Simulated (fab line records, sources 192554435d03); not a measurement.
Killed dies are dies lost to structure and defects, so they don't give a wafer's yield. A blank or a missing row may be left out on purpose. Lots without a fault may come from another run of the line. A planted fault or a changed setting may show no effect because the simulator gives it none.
Split-lot experiment | flow n5_finfet | 7 lots, 21 wafers read, on a route of 1938 steps

THE SPLIT
At N5_BEOL_M4_COAT_62 (time 60 s, resist thk 12 nm), the setting spin_rpm was moved away from the recipe's 1500 rpm on 3 of the 21 wafers read, by -7.5% to +5.6%. The other wafers ran this setting at the recipe's value.

FROM THE SPLIT TO THE READING: what the file shows between them, 2 steps
- N5_BEOL_M4_DESCUM_16: chemistry O2, time 7 s (also split here: time_s)
- N5_BEOL_M4_ETCH_74: etches underlayer in N2/H2, target depth 6.5 nm, time 5.2 s

THE READING
etch.depth_nm (the simulator's own value, which no gauge read), in nm, at N5_BEOL_M4_ETCH_63 (etches SiARC in CF4, target depth 15.6 nm, time 26 s). The file gives no usual value for it. The 18 wafers here that ran the recipe average 12.00 nm, standard deviation 0.029 nm.

wafer  | tool, chamber at the split | spin_rpm as run, rpm | against the recipe | etch.depth_nm, nm | against lot-mates on the recipe
L075.1 | litho_track-01, 0          | 1584                 | +5.6%              | 11.69             | -0.29
L075.5 | litho_track-01, 0          | 1500                 | recipe             | 11.98             | -
L075.6 | litho_track-01, 0          | 1584                 | +5.6%              | 11.67             | -0.31
L076.1 | litho_track-03, 0          | 1500                 | recipe             | 11.97             | -
L076.3 | litho_track-03, 0          | 1500                 | recipe             | 11.99             | -
L076.6 | litho_track-03, 0          | 1500                 | recipe             | 12.01             | -
L078.4 | litho_track-01, 0          | 1500                 | recipe             | 11.96             | -
L078.5 | litho_track-01, 0          | 1500                 | recipe             | 11.96             | -
L078.6 | litho_track-01, 0          | 1500                 | recipe             | 11.98             | -
L081.2 | litho_track-01, 0          | 1500                 | recipe             | 11.98             | -
L081.4 | litho_track-01, 0          | 1500                 | recipe             | 11.98             | -
L081.5 | litho_track-01, 0          | 1500                 | recipe             | 11.99             | -
L085.1 | litho_track-01, 0          | 1500                 | recipe             | 11.98             | -
L085.3 | litho_track-01, 0          | 1500                 | recipe             | 12.01             | -
L085.5 | litho_track-01, 0          | 1500                 | recipe             | 11.99             | -
L090.1 | litho_track-03, 0          | 1500                 | recipe             | 12.03             | -
L090.4 | litho_track-03, 0          | 1500                 | recipe             | 12.05             | -
L090.5 | litho_track-03, 0          | 1500                 | recipe             | 12.05             | -
L095.1 | litho_track-03, 0          | 1500                 | recipe             | 12.04             | -
L095.2 | litho_track-03, 0          | 1388                 | -7.5%              | 12.51             | +0.47
L095.3 | litho_track-03, 0          | 1500                 | recipe             | 12.03             | -

THE FIT
A straight line over all 21 wafers: etch.depth_nm changes by -0.0625 nm for each +1% of spin_rpm; r = -0.98; the points scatter about the line by 0.031 nm.
The same after taking each lot's own level away (the mean of its wafers on the recipe; 21 wafers): -0.0584 nm for each +1%; r = -0.99; scatter 0.016 nm.
On that fit, the largest move of spin_rpm shifts the reading by 0.44 nm.
The lots' own levels span 11.967 to 12.043 nm, that is 2.7 times the standard deviation above.
So the lot-to-lot level changes the slope little: the two slopes agree.
Check: with one of the wafers moved furthest among these (-7.5%) left out of the fit, the line predicts +0.4 nm for it against its lot-mates. It came out at +0.475 nm against them.

OTHER SPLITS ON THESE WAFERS
These wafers also went through other splits before the reading. Each is held against what the fit with the lots' levels taken away leaves over:
other split on the same wafers    | wafers away from the commonest value | r with etch.depth_nm (lot level and that fit taken away)
N5_GATE_CUT_COAT_07 spin_rpm      | 3                                    | -0.09
N5_MOL_CONTACT_COAG_ALD_27 time_s | 7                                    | +0.43
N5_BEOL_M0_SAQP_ETCH_107 bias_w   | 3                                    | +0.32
N5_BEOL_M0_CUTY_COAT_51 spin_rpm  | 9                                    | -0.08
N5_BEOL_M0_CUTY_DESCUM_61 time_s  | 9                                    | +0.35
N5_BEOL_M1_TRENCH_ETCH_37 bias_w  | 10                                   | -0.22
N5_BEOL_M2_TRENCH_ETCH_37 bias_w  | 7                                    | +0.18
N5_BEOL_M3_SPUTTER_48 time_s      | 8                                    | -0.35
N5_BEOL_M4_DESCUM_16 time_s       | 6                                    | +0.03

THE WHOLE CHAIN: every reading that the file lists as answering this split, in the file's order
step               | what it does                                         | reading                                                                          | change (the file's fit)                | r (the file's)
N5_BEOL_M4_COAT_62 | time 60 s, resist thk 12 nm                          | SiARC_of_BEOL_M4_COAT_62.thk_nm (the simulator's own value, which no gauge read) | -0.0771 nm for each +1% of the setting | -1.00
N5_BEOL_M4_ETCH_63 | etches SiARC in CF4, target depth 15.6 nm, time 26 s | etch.depth_nm (the simulator's own value, which no gauge read)                   | -0.0609 nm for each +1% of the setting | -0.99

THE FILE'S OWN FIT
etch.depth_nm changes by -0.0609 nm for each +1% of spin_rpm, r = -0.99.
